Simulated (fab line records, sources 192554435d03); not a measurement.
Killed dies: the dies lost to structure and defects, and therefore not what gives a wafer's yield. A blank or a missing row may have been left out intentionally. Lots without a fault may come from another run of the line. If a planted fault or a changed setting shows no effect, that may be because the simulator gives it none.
Chamber matching + flow n5Finfet + pecvd-04 running N5_BEOL_M5_PECVD_70: 3 sister chambers
The step deposits SiO2 from TEOS/O2, target thk 16 nm, time 18 s. 6 wafers are shown with their chamber, then 12 later ones without.

== WAFERS WITH THEIR CHAMBER ==
| wafer  | chamber | throttleValvePct (%) | heaterPowerW (W) |
|--------|---------|----------------------|------------------|
| L088.4 | 0       | 22.3                 | 830              |
| L089.2 | 1       | 23.4                 | 705              |
| L089.5 | 1       | 23.3                 | 706              |
| L090.2 | 0       | 22.2                 | 753              |
| L090.3 | 2       | 21.3                 | 782              |
| L090.5 | 2       | 21.0                 | 802              |

== WAFERS WITHOUT THEIR CHAMBER ==
| wafer  | throttleValvePct (%) | heaterPowerW (W) |
|--------|----------------------|------------------|
| L092.2 | 23.3                 | 626              |
| L092.4 | 23.2                 | 605              |
| L092.5 | 22.2                 | 772              |
| L093.3 | 23.2                 | 615              |
| L093.5 | 23.4                 | 641              |
| L093.6 | 21.4                 | 787              |
| L095.1 | 22.5                 | 750              |
| L095.2 | 23.5                 | 574              |
| L095.4 | 23.4                 | 570              |
| L096.1 | 23.5                 | 682              |
| L096.5 | 22.2                 | 755              |
| L096.6 | 23.6                 | 692              |

== EACH ONE'S CHAMBER ==
| wafer  | from the rows above | in truth |
|--------|---------------------|----------|
| L092.2 | 1                   | 1        |
| L092.4 | 1                   | 1        |
| L092.5 | 0                   | 0        |
| L093.3 | 1                   | 1        |
| L093.5 | 1                   | 1        |
| L093.6 | 2                   | 2        |
| L095.1 | 0                   | 0        |
| L095.2 | 1                   | 1        |
| L095.4 | 1                   | 1        |
| L096.1 | 1                   | 1        |
| L096.5 | 0                   | 0        |
| L096.6 | 1                   | 1        |
12 of 12 placed correctly. From these rows, 0 cannot be placed. Placed wrongly: 0.
How it was worked out, from the rows above alone: a wafer's distance from a chamber is the root of the sum, over the readings, of the square of ((its reading less the chamber's mean) divided by the reading's scatter). If the next closest chamber is less than 2 further off than the closest, the wafer can't be placed; otherwise it belongs to the closest. For every chamber, the mean is computed from those of its wafers that are shown. The scatter: take each reading less its chamber's mean, square it, sum over the shown wafers, divide by the number of wafers less the number of chambers, and take the root.
